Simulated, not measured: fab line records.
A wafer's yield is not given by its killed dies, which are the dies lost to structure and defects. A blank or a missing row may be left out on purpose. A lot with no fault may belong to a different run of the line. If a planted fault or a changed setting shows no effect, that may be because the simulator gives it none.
fab line records | flow nandHarc
[record] lots = 12 | wafers = 36 | lastDay = 33
route steps=1302 shown A_CONTACT@1063 END@1302
lots untouched by any fault: they come from a run of this same line in which no faults occurred
startH: start of the lot's first displayed wafer, in hours after the record's first day | waitH: how many hours have passed since the lot's step before this one | " as in the row above | L1.1+2: several wafers, shown together as one row | - no value, or no start given | * or withheld: withheld | < > ~ a bound
route shown NAME@n: a module of which the file shows steps, and the number in the route of the first | usual: mean/standard deviation of fault-free wafers | same: alike in all rows | chamber/n: place in a boat | sites: readings site by site | _std_site: standard deviation across them | _edge_site: outer sites' mean less inner sites' | radiusMm: how far each site lies from the wafer's centre | mask NAME#n: copy n | behind: the tool/chamber that last shaped the wafer | hold: why the lot went on hold/how many hours it stayed there/how the hold came to an end | device: the n, p or np transistor that did not switch | end of line: the tests these same wafers got at the end of their route | a step given without rows: its recipe and nothing more | killed: at the first sort, the dies lost to defects and structure; wafer yield is something else | map: per-die view of a wafer (x killed, . not killed, _ where there is no die)
set.NAME: the setting the step ran with; set.NAME@STEP: the setting that earlier step ran with | model.NAME: the simulator's own value behind a step, which no gauge read
one table for each step of the route and one row for each wafer, over a sample of lots
services: a tool's chamber out of use, with start hour (startH, from the record's first day; less than 0 if before it), hours out, and reason
[[steps]]
[step NHARC_A_CONTACT_ETCH_106]
[recipe] targetDepthA = 900 | overetchA = 90 | timeS = 49.5 | ionEnergyEv = 100 | cf4FlowSccm = 80 | o2FlowSccm = 20 | arFlowSccm = 0 | rfW = 300 | biasW = 100 | chemistry = CF4/O2
[usual] drypumpMotorCurrentA = 5.7/0.33 | oesProductAu = 1.000/0.011 | rfVppV = 198.0/1.3 | showerheadPlenumPTorr = 1.34/0.046 | throttleValvePct = 13.398/0.0085
lot.wafer | tool       | chamber | startH | waitH | drypumpMotorCurrentA | oesProductAu | rfHoursCounterH | rfVppV | showerheadPlenumPTorr | throttleValvePct
L590.2    | rieDiel-03 | 1       | 503.14 | 0.1   | 5.6                  | 1.018        | 5               | 197.8  | 1.30                  | 13.418
L590.1    | "          | 2       | "      | "     | 6.3                  | 1.023        | 7               | 196.8  | 1.29                  | 13.399
L590.5    | "          | 2       | "      | "     | 6.3                  | 1.013        | -               | 198.3  | 1.29                  | 13.399
L591.4    | rieDiel-03 | 0       | 519.80 | 0.1   | 5.4                  | 1.016        | 10              | 199.0  | 1.32                  | 13.384
L591.5    | "          | 1       | "      | "     | 5.6                  | 1.001        | -               | 196.9  | 1.30                  | 13.394
L591.6    | "          | 2       | "      | "     | 6.4                  | 1.028        | -               | 197.5  | 1.29                  | 13.409
L592.4    | rieDiel-03 | 2       | 528.01 | 0.1   | 6.3                  | 1.023        | 14              | 196.1  | 1.29                  | 13.390
L592.3    | "          | 1       | "      | "     | 5.6                  | 1.014        | 12              | 196.9  | 1.30                  | 13.409
L592.6    | "          | 3       | "      | "     | 5.3                  | 1.004        | -               | 198.2  | 1.33                  | 13.386
L593.4    | rieDiel-02 | 3       | 529.46 | 0.1   | 5.3                  | 0.995        | 40              | 197.9  | 1.38                  | 13.387
L593.1    | "          | 2       | "      | "     | 5.7                  | 0.997        | 41              | 197.8  | 1.29                  | 13.392
L593.5    | "          | 0       | "      | "     | 6.1                  | 1.002        | -               | 199.5  | 1.41                  | 13.399
L596.4    | rieDiel-03 | 1       | 571.10 | 0.1   | 5.6                  | 1.007        | 19              | 198.4  | 1.30                  | 13.408
L596.3    | "          | 2       | "      | "     | 6.4                  | 1.013        | 21              | 196.1  | 1.29                  | 13.378
L596.6    | "          | 1       | "      | "     | 5.6                  | 0.997        | -               | 197.9  | 1.30                  | 13.392
L599.2    | rieDiel-02 | 3       | 606.79 | 0.0   | 5.3                  | 0.987        | 10              | 199.6  | 1.37                  | 13.398
L599.1    | "          | 2       | "      | "     | 5.8                  | 1.016        | 13              | 196.1  | 1.29                  | 13.383
L599.6    | "          | 3       | "      | "     | 5.3                  | 0.991        | -               | 196.9  | 1.37                  | 13.394
L602.1    | rieDiel-03 | 1       | 623.84 | 0.1   | 5.6                  | 0.998        | 29              | 197.0  | 1.30                  | 13.395
L602.5    | "          | 3       | "      | "     | 5.3                  | 1.018        | -               | 198.0  | 1.32                  | 13.391
L602.6    | "          | 0       | "      | "     | 5.4                  | 0.996        | -               | 198.5  | 1.32                  | 13.398
L603.1    | rieDiel-12 | 3       | 650.28 | 0.1   | 5.9                  | 0.984        | 4               | 200.4  | 1.43                  | 13.393
L603.5    | "          | 3       | "      | "     | 5.9                  | 0.978        | -               | 200.6  | 1.43                  | 13.402
L603.6    | "          | 0       | "      | "     | 5.7                  | 0.995        | -               | 199.6  | 1.33                  | 13.392
L604.3    | rieDiel-03 | 0       | 655.60 | 0.1   | 5.4                  | 0.976        | 3               | 198.1  | 1.32                  | 13.388
L604.6    | "          | 0       | "      | "     | 5.4                  | 0.979        | -               | 197.7  | 1.32                  | 13.417
L604.5    | "          | 1       | "      | "     | 5.6                  | 0.981        | -               | 198.0  | 1.30                  | 13.408
L609.1    | rieDiel-12 | 3       | 681.34 | 0.1   | 5.9                  | 0.994        | 18              | 199.2  | 1.43                  | 13.398
L609.4    | "          | 2       | "      | "     | 5.6                  | 0.991        | -               | 198.2  | 1.35                  | 13.404
L609.6    | "          | 3       | "      | "     | 5.9                  | 0.985        | -               | 200.4  | 1.43                  | 13.414
L610.3    | rieDiel-03 | 2       | 701.14 | 0.1   | 6.3                  | 1.009        | 11              | 197.2  | 1.28                  | 13.409
L610.4    | "          | 1       | "      | "     | 5.6                  | 0.989        | -               | 198.6  | 1.30                  | 13.396
L610.5    | "          | 2       | "      | "     | 6.3                  | 1.012        | -               | 196.0  | 1.28                  | 13.396
L612.2    | rieDiel-12 | 3       | 734.97 | 0.1   | 5.9                  | 1.001        | 37              | 199.8  | 1.42                  | 13.384
L612.4    | "          | 0       | "      | "     | 5.7                  | 1.018        | 29              | 197.7  | 1.33                  | 13.395
L612.6    | "          | 0       | "      | "     | 5.7                  | 1.003        | -               | 198.0  | 1.33                  | 13.399
[step NHARC_A_CONTACT_EXPOSE_05]
[recipe] na = 1.35 | sigmaOuter = 0.8 | doseMj = 84.24 | maskId = A_CC
lot.wafer  | tool           | chamber | startH | waitH | mask
L590.1+2+5 | arfiScanner-02 | 0       | 506.12 | -     | A_CC#0
L591.4+5+6 | arfiScanner-01 | 0       | 524.53 | -     | A_CC#0
L592.3+4+6 | arfiScanner-02 | 0       | 532.03 | -     | A_CC#0
L593.1+4+5 | arfiScanner-03 | 0       | 532.72 | -     | A_CC#0
L596.3+4+6 | arfiScanner-03 | 0       | 574.10 | -     | A_CC#0
L599.1+2+6 | arfiScanner-02 | 0       | 609.83 | -     | A_CC#0
L602.1+5+6 | arfiScanner-02 | 0       | 627.59 | -     | A_CC#0
L603.1+5+6 | arfiScanner-01 | 0       | 654.85 | -     | A_CC#0
L604.3+5+6 | arfiScanner-03 | 0       | 659.23 | -     | A_CC#0
L609.1+4+6 | arfiScanner-01 | 0       | 690.94 | -     | A_CC#0
L610.3+4+5 | arfiScanner-01 | 0       | 704.16 | -     | A_CC#0
L612.2+4+6 | arfiScanner-03 | 0       | 740.82 | -     | A_CC#0
[step NHARC_A_CONTACT_OVL_MEAS_09]
[usual] overlayXNm = -0.2/0.77 | overlayYNm = -0.1/0.79
lot.wafer | tool       | chamber | startH | waitH | overlayXNm | overlayYNm
L590.1    | overlay-02 | -       | 506.35 | -     | -1.0       | 1.4
L590.2    | "          | -       | "      | "     | -0.8       | 1.2
L590.5    | "          | -       | "      | "     | -0.7       | 1.3
L591.4    | overlay-01 | -       | 524.75 | -     | -0.1       | 1.1
L591.5    | "          | -       | "      | "     | -0.2       | 1.0
L591.6    | "          | -       | "      | "     | -0.3       | 0.8
L592.3    | overlay-01 | -       | 532.25 | -     | -1.1       | -0.5
L592.4    | "          | -       | "      | "     | -0.8       | -0.4
L592.6    | "          | -       | "      | "     | -1.5       | -0.5
L593.1    | overlay-01 | -       | 532.94 | -     | 0.7        | -0.2
L593.4    | "          | -       | "      | "     | 0.4        | -0.1
L593.5    | "          | -       | "      | "     | 0.3        | -0.6
L596.3    | overlay-01 | -       | 574.32 | -     | 0.8        | 1.0
L596.4    | "          | -       | "      | "     | 1.0        | 1.6
L596.6    | "          | -       | "      | "     | 1.5        | 1.1
L599.1    | overlay-02 | -       | 610.06 | -     | 7.4        | -0.6
L599.2    | "          | -       | "      | "     | 6.5        | -0.1
L599.6    | "          | -       | "      | "     | 6.9        | -0.5
L602.1    | overlay-01 | -       | 627.82 | -     | 6.9        | -0.1
L602.5    | "          | -       | "      | "     | 6.3        | -0.4
L602.6    | "          | -       | "      | "     | 6.4        | -0.1
L603.1    | overlay-01 | -       | 655.08 | -     | -0.9       | 0.5
L603.5    | "          | -       | "      | "     | -1.1       | 0.7
L603.6    | "          | -       | "      | "     | -0.5       | 0.8
L604.3    | overlay-01 | -       | 659.45 | -     | -1.0       | 0.5
L604.5    | "          | -       | "      | "     | -0.3       | -0.2
L604.6    | "          | -       | "      | "     | -0.5       | 0.8
L609.1    | overlay-02 | -       | 691.17 | -     | 1.2        | 0.8
L609.4    | "          | -       | "      | "     | 1.2        | 0.6
L609.6    | "          | -       | "      | "     | 0.8        | 0.6
L610.3    | overlay-01 | -       | 704.38 | -     | -1.4       | -0.1
L610.4    | "          | -       | "      | "     | -1.5       | -0.8
L610.5    | "          | -       | "      | "     | -1.5       | -1.0
L612.2    | overlay-01 | -       | 741.04 | -     | 0.3        | -0.1
L612.4    | "          | -       | "      | "     | 0.6        | 0.2
L612.6    | "          | -       | "      | "     | 0.1        | -0.5
[step NHARC_A_CONTACT_ETCH_31]
[recipe] targetDepthA = 28000 | overEtchFrac = 0.3 | timeS = 728 | ionEnergyEv = 150 | o2FlowSccm = 400 | cosFlowSccm = 20 | arFlowSccm = 0 | rfW = 500 | biasW = 300 | chemistry = O2/COS
[usual] drypumpMotorCurrentA = 5.7/0.41 | oesProductAu = 1.002/0.0099 | rfVppV = 313.5/1.1 | showerheadPlenumPTorr = 3.07/0.061 | throttleValvePct = 28.329/0.0089
lot.wafer | tool       | chamber | startH | waitH | drypumpMotorCurrentA | oesProductAu | rfHoursCounterH | rfVppV | showerheadPlenumPTorr | throttleValvePct
L590.1    | rieDiel-03 | 0       | -      | -     | 5.4                  | 1.009        | 8               | 315.1  | 3.10                  | 28.316
L590.2    | "          | 1       | "      | "     | 5.6                  | 1.017        | 7               | 311.5  | 3.05                  | 28.320
L590.5    | "          | 2       | "      | "     | 6.3                  | 1.030        | -               | 311.9  | 3.02                  | 28.341
L591.4    | rieDiel-03 | 3       | -      | -     | 5.3                  | 0.991        | 13              | 313.8  | 3.10                  | 28.331
L591.5    | "          | 1       | "      | "     | 5.6                  | 1.013        | -               | 311.4  | 3.05                  | 28.317
L591.6    | "          | 2       | "      | "     | 6.3                  | 1.012        | -               | 312.1  | 3.02                  | 28.343
L592.3    | rieDiel-02 | 1       | -      | -     | 5.6                  | 1.003        | 47              | 311.8  | 2.96                  | 28.320
L592.4    | "          | 2       | "      | "     | 5.8                  | 1.002        | 41              | 311.7  | 3.03                  | 28.328
L592.6    | "          | 3       | "      | "     | 5.3                  | 1.008        | -               | 315.6  | 3.21                  | 28.321
L593.1    | rieDiel-03 | 1       | -      | -     | 5.6                  | 1.000        | 14              | 313.1  | 3.05                  | 28.314
L593.4    | "          | 2       | "      | "     | 6.3                  | 1.008        | 15              | 313.0  | 3.02                  | 28.344
L593.5    | "          | 2       | "      | "     | 6.3                  | 1.009        | -               | 312.8  | 3.02                  | 28.315
L596.4    | rieDiel-03 | 0       | -      | -     | 5.4                  | 1.002        | 20              | 314.0  | 3.09                  | 28.327
L596.3    | "          | 1       | "      | "     | 5.6                  | 0.993        | 20              | 312.4  | 3.04                  | 28.327
L596.6    | "          | 2       | "      | "     | 6.4                  | 1.004        | -               | 312.0  | 3.01                  | 28.326
L599.1    | rieDiel-03 | 3       | -      | -     | 5.3                  | 1.011        | 29              | 314.2  | 3.09                  | 28.344
L599.2    | "          | 1       | "      | "     | 5.6                  | 1.012        | 28              | 314.2  | 3.04                  | 28.319
L599.6    | "          | 3       | "      | "     | 5.3                  | 1.002        | -               | 313.0  | 3.09                  | 28.341
L602.1    | rieDiel-03 | 3       | -      | -     | 5.2                  | 0.994        | 31              | 313.5  | 3.09                  | 28.322
L602.5    | "          | 1       | "      | "     | 5.6                  | 0.997        | -               | 313.2  | 3.04                  | 28.332
L602.6    | "          | 2       | "      | "     | 6.3                  | 1.015        | -               | 313.0  | 3.01                  | 28.328
L603.1    | rieDiel-12 | 0       | -      | -     | 5.7                  | 1.006        | 6               | 313.1  | 3.11                  | 28.324
L603.5    | "          | 1       | "      | "     | 5.9                  | 1.013        | -               | 314.9  | 3.12                  | 28.333
L603.6    | "          | 2       | "      | "     | 5.7                  | 0.989        | -               | 315.8  | 3.17                  | 28.315
L604.3    | rieDiel-12 | 0       | 660.58 | -     | 5.7                  | 0.999        | 9               | 313.0  | 3.11                  | 28.331
L604.5    | "          | 0       | "      | "     | 5.7                  | 1.001        | -               | 313.2  | 3.11                  | 28.312
L604.6    | "          | 1       | "      | "     | 5.9                  | 1.009        | -               | 314.1  | 3.12                  | 28.327
L609.1    | rieDiel-03 | 1       | -      | -     | 5.6                  | 0.992        | 11              | 313.4  | 3.03                  | 28.322
L609.4    | "          | 3       | "      | "     | 5.3                  | 0.997        | 9               | 314.4  | 3.09                  | 28.344
L609.6    | "          | 1       | "      | "     | 5.7                  | 0.977        | -               | 313.8  | 3.03                  | 28.334
L610.3    | rieDiel-03 | 3       | -      | -     | 5.3                  | 0.988        | 11              | 313.7  | 3.09                  | 28.315
L610.5    | "          | 2       | "      | "     | 6.4                  | 1.008        | -               | 311.3  | 3.00                  | 28.326
L610.4    | "          | 1       | "      | "     | 5.6                  | 0.992        | -               | 313.3  | 3.03                  | 28.328
L612.2    | rieDiel-03 | 0       | -      | -     | 5.4                  | 0.998        | 18              | 312.9  | 3.08                  | 28.328
L612.6    | "          | 3       | "      | "     | 5.3                  | 0.993        | -               | 313.7  | 3.08                  | 28.312
L612.4    | "          | 0       | "      | "     | 5.4                  | 1.005        | -               | 313.3  | 3.08                  | 28.328
[step NHARC_A_CONTACT_ETCH_135]
[recipe] sourceW = withheld | pressureMtorr = 20 | biasV = 1200 | timeS = 311 | targetDepthA = 19120 | arFlowSccm = withheld | c4f8FlowSccm = withheld | o2FlowSccm = withheld | chemistry = C4F8/O2/Ar
lot.wafer | tool          | chamber | startH | waitH | rfHoursCounterH
L590.1    | harCapEtch-02 | 1       | 507.81 | 0.2   | 84
L590.2    | "             | 0       | "      | "     | 84
L590.5    | "             | 1       | "      | "     | -
L591.4    | harCapEtch-02 | 0       | 527.02 | 0.2   | -
L591.6    | "             | 1       | "      | "     | -
L591.5    | "             | 0       | "      | "     | -
L592.4    | harCapEtch-02 | 0       | 533.76 | 0.2   | -
L592.3    | "             | 1       | "      | "     | -
L592.6    | "             | 0       | "      | "     | -
L593.1    | harCapEtch-03 | 0       | 534.36 | 0.2   | 51
L593.4    | "             | 0       | "      | "     | -
L593.5    | "             | 1       | "      | "     | -
L596.4    | harCapEtch-02 | 0       | 576.18 | 0.3   | -
L596.3    | "             | 1       | "      | "     | -
L596.6    | "             | 1       | "      | "     | -
L599.2    | harCapEtch-03 | 1       | 611.49 | 0.2   | 64
L599.1    | "             | 0       | "      | "     | 64
L599.6    | "             | 1       | "      | "     | -
L602.1    | harCapEtch-03 | 0       | 629.24 | 0.2   | 66
L602.6    | "             | 0       | "      | "     | -
L602.5    | "             | 1       | "      | "     | -
L603.1    | harCapEtch-01 | 0       | 656.63 | 0.2   | 25
L603.6    | "             | 1       | "      | "     | -
L603.5    | "             | 0       | "      | "     | -
L604.3    | harCapEtch-03 | 0       | 661.45 | 0.2   | -
L604.6    | "             | 1       | "      | "     | -
L604.5    | "             | 0       | "      | "     | -
L609.1    | harCapEtch-01 | 1       | 692.72 | 0.2   | 34
L609.4    | "             | 0       | "      | "     | -
L609.6    | "             | 1       | "      | "     | -
L610.3    | harCapEtch-03 | 0       | 706.12 | 0.2   | -
L610.4    | "             | 1       | "      | "     | -
L610.5    | "             | 1       | "      | "     | -
L612.2    | harCapEtch-01 | 1       | 743.20 | 0.2   | 42
L612.4    | "             | 0       | "      | "     | -
L612.6    | "             | 1       | "      | "     | -
[step NHARC_END_SORT_01]
[recipe] tempC = 25
[usual] killedAtArray = 56/19 | killedAtOther = 0.8/1.1 | killedAtPeriphery = 3.4/2.5 | killedDies = 60/19 | killedOpen = 2.9/1.7 | killedShort = 2.4/1.6
[same] grossDies = 677
lot.wafer | tool      | chamber | startH | waitH | killedAtArray | killedAtOther | killedAtPeriphery | killedDies | killedOpen | killedShort
L602.1    | prober-02 | 0       | 681.30 | 2.5   | 48            | 0             | 2                 | 50         | 2          | 0
L602.5    | prober-02 | 0       | 684.45 | 3.7   | 50            | 0             | 4                 | 54         | 2          | 0
L602.6    | prober-02 | 0       | 685.24 | 3.9   | 59            | 0             | 6                 | 65         | 3          | 3
L604.6    | prober-02 | 0       | 713.07 | 3.9   | 23            | 0             | 4                 | 27         | 4          | 1
// killed by level:class
L602.1 A_CHANNEL_HOLE_D1:chamberFilmFlake=23 A_CHANNEL_HOLE_D2:chamberFilmFlake=18 A_SLIT:chamberFilmFlake=2 A_CHANNEL_FILL_D2:geometricParticle:open=1 A_CHANNEL_HOLE_D1:geometricParticle:open=1 P_ZERO_WELL:chamberFilmFlake=1 P_M1:chamberFilmFlake=1 A_DECK1_JOINT:chamberFilmFlake=1
L602.5 A_CHANNEL_HOLE_D1:chamberFilmFlake=27 A_CHANNEL_HOLE_D2:chamberFilmFlake=17 A_SLIT:chamberFilmFlake=3 A_CONTACT:chamberFilmFlake=2 P_GATE:geometricParticle:open=1 P_CONTACT:geometricParticle:open=1 P_ZERO_WELL:chamberFilmFlake=1 P_GATE:chamberFilmFlake=1
L602.6 A_CHANNEL_HOLE_D1:chamberFilmFlake=28 A_CHANNEL_HOLE_D2:chamberFilmFlake=15 A_SLIT:chamberFilmFlake=5 A_CONTACT:chamberFilmFlake=5 P_GATE:chamberFilmFlake=2 P_STI:geometricParticle:short=1 A_CHANNEL_FILL_D1:geometricParticle:short=1 A_DECK1_JOINT:geometricParticle:open=1
L604.6 A_CONTACT:chamberFilmFlake=10 A_CHANNEL_HOLE_D1:chamberFilmFlake=5 P_CONTACT:geometricParticle:open=2 A_SLIT:chamberFilmFlake=2 A_ONON_D1:geometricParticle:short=1 A_CHANNEL_FILL_D1:geometricParticle:open=1 A_CHANNEL_FILL_D2:geometricParticle:open=1 P_GATE:chamberFilmFlake=1
[[services]]
tool           | chamber | startH | hours | kind
arfiScanner-02 | -       | 484.00 | 4.0   | pm
harCapEtch-01  | -       | 497.49 | 17.0  | pm
arfiScanner-03 | -       | 505.86 | 1.8   | repair
arfiScanner-01 | -       | 511.17 | 0.9   | repair
arfiScanner-02 | -       | 513.77 | 1.5   | repair
arfiScanner-03 | -       | 523.33 | 2.8   | repair
arfiScanner-03 | -       | 540.00 | 4.0   | pm
arfiScanner-02 | -       | 569.62 | 2.4   | repair
arfiScanner-03 | -       | 580.53 | 2.3   | repair
arfiScanner-01 | -       | 596.00 | 4.0   | pm
arfiScanner-03 | -       | 617.21 | 1.0   | repair
rieDiel-03     | 2       | 622.41 | 1.5   | repair
rieDiel-12     | -       | 622.96 | 9.0   | pm
arfiScanner-02 | -       | 656.00 | 4.0   | pm
rieDiel-03     | -       | 660.49 | 0.7   | repair
arfiScanner-02 | -       | 673.18 | 1.8   | repair
rieDiel-12     | 0       | 679.56 | 14.0  | repair
rieDiel-03     | 0       | 698.57 | 9.7   | repair
arfiScanner-01 | -       | 701.21 | 0.6   | repair
arfiScanner-01 | -       | 710.23 | 0.3   | repair
arfiScanner-03 | -       | 712.00 | 4.0   | pm
rieDiel-03     | 2       | 712.15 | 28.9  | repair
rieDiel-03     | 3       | 719.20 | 1.4   | repair
rieDiel-03     | 1       | 737.83 | 9.3   | repair
[[key]]
[firstSign] step = NHARC_A_CONTACT_OVL_MEAS_09 | reading = overlayXNm | direction = up | sigmas = 9 | usual = -0.2 | struck = 6.7
effect none on later readings
metAt NHARC_A_CONTACT_EXPOSE_05
struckLots L599,L602
testerLeftOut L599,L602
notActingAt NHARC_A_CONTACT_ETCH_106,NHARC_A_CONTACT_ETCH_31,NHARC_A_CONTACT_ETCH_135
onsetBetween 532.03 609.83
[fault] kind = scannerMatchingOverlay | tool = arfiScanner-02 | chamber = - | onsetH = 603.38 | steps = NHARC_A_CONTACT_EXPOSE_05 | offset = 7.3355
// testerLeftOut: of these lots the tester's yield and bins aren't shown, on N5 and GAA mostly nor the transistor test; their killed dies are dies lost to structure and defects alone, not to doping, threshold or leakage, so they don't give the yield
